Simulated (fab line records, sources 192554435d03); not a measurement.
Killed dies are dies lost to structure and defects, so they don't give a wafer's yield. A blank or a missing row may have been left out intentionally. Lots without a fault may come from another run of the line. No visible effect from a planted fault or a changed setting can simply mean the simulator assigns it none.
Struck lot and sound lot, side by side + flow n5_finfet + 17 out of 1938 route steps
Sound: these wafers, L961.1, L961.3, L961.5. Wafers struck: L965.1, L965.4, L965.6. At the end, the cause is stated.
Per side, at each step with rows, come the tool, then ch with its chambers, and then its first start. Under that, the readings that differ: sound wafers + struck wafers + difference of the means + sigmas: that difference in standard deviations of wafers without a fault.
alike: readings with means less than 2 such deviations apart, plus words and numbers identical on both sides. not compared: withheld readings, readings lacking a value on some wafer, bounds such as >300 that could conceal the same value, and numbers that have no deviation in the record and whose values overlap.
A row with sigmas, a row that says differs or no value, or rows on one side alone: a step with any of these is where the two part. Numbers that have no deviation but don't overlap get no sigmas and don't part them. A reading that every wafer of one side lacks parts them only if that side has two wafers or more.

N5_BEOL_M14_TRENCH_ETCH_34: etches SiO2 in C4F8/O2/Ar, target depth 556.65 nm, time 126.9 s.
  sound on rie_diel-06 ch 0,2, day 12 09:34; struck on rie_diel-06 ch 0,2,3, day 13 18:52
  alike: drypump_motor_current_A, oes_product_au, rf_vpp_V, showerhead_plenum_p_Torr, throttle_valve_pct
  not compared: rf_hours_counter_h
then, 1 step without rows for these wafers: N5_BEOL_M14_STRIP_70 (strips in C4F8/O2/Ar).
N5_BEOL_M14_OCD_MEAS_35:
  sound on ocd-01 at day 12 09:43; struck on ocd-01 at day 13 19:01
  alike: trench_depth_nm
N5_BEOL_M14_STRIP_37: strips in O2.
  sound on rie_diel-01 ch 0,1,2, day 12 11:40; struck on rie_diel-02 ch 0,2, day 13 19:47
  alike: drypump_motor_current_A, oes_product_au, rf_vpp_V, showerhead_plenum_p_Torr, throttle_valve_pct
  not compared: rf_hours_counter_h
then, 5 steps without rows for these wafers: N5_BEOL_M14_ETCH_38 (etches SiCN in CF4/N2, target depth 106.5 nm, time 120.6 s); N5_BEOL_M14_PRECLEAN_39 (cleans in residue remover, time 60 s); N5_BEOL_M14_SRD_40 (time 30 s, dry time 30 s); N5_BEOL_M14_DEGAS_41 (time 60 s); N5_BEOL_M14_PRE_CLEAN_42 (time 30 s).
N5_BEOL_M14_SPUTTER_43: material TaN, target thk 15 nm, time 24.19 s.
  sound on pvd_sputter-01 at day 12 12:10; struck on pvd_sputter-02 at day 13 20:17
  alike: chamber_pressure_pa, throttle_valve_pct
N5_BEOL_M14_SPUTTER_44: material Ta, target thk 15 nm, time 24.19 s.
  sound on pvd_sputter-01 at day 12 12:15; struck on pvd_sputter-02 at day 13 20:22
  alike: chamber_pressure_pa, throttle_valve_pct
N5_BEOL_M14_SPUTTER_45: material Cu, target thk 100 nm, time 16.67 s.
  sound on pvd_sputter-01 at day 12 12:20; struck on pvd_sputter-02 at day 13 20:26
  alike: chamber_pressure_pa, throttle_valve_pct
N5_BEOL_M14_ECD_47: material Cu, target thk 1248 nm.
  sound on ecd_cu-02 ch 0,1, day 12 12:27; struck on ecd_cu-01 ch 1, day 13 20:34
| reading                                 | sound          | struck         | difference | sigmas |
|-----------------------------------------|----------------|----------------|------------|--------|
| model.Cu_of_BEOL_M14_ECD_47.thk_nm (nm) | 1236 1219 1230 | 2383 2403 2398 | +1166      |        |
then, 1 step without rows for these wafers: N5_BEOL_M14_ANNEAL_48 (time 90 s).
N5_BEOL_M14_CMP_49: polishes, stops on SiO2, t overpolish 5.2 s, target thk 560 nm.
  sound on cmp-03 ch 0,1,3, day 12 13:26; struck on cmp-02 ch 0,1,3, day 13 21:07
| reading                | sound       | struck      | difference | sigmas |
|------------------------|-------------|-------------|------------|--------|
| time_to_endpoint_s (s) | 123 118 125 | 243 238 240 | +118       | +30    |
  alike: clearing_platen_down_force_psi, motor_current_A
N5_BEOL_M14_THK_MEAS_50: measures by xrf.
  sound on film_metro-01 at day 12 13:40; struck on film_metro-01 at day 13 21:20
  alike: M14_THK
N5_PASSIVATION_PROBE_49:
  rows exist in the record for the struck wafers here (prober-01, day 14 18:54), but not for the sound ones

## WHERE THEY PART
First at N5_BEOL_M14_CMP_49; last, within this record, at N5_PASSIVATION_PROBE_49.

WHY: the cause the simulator had injected
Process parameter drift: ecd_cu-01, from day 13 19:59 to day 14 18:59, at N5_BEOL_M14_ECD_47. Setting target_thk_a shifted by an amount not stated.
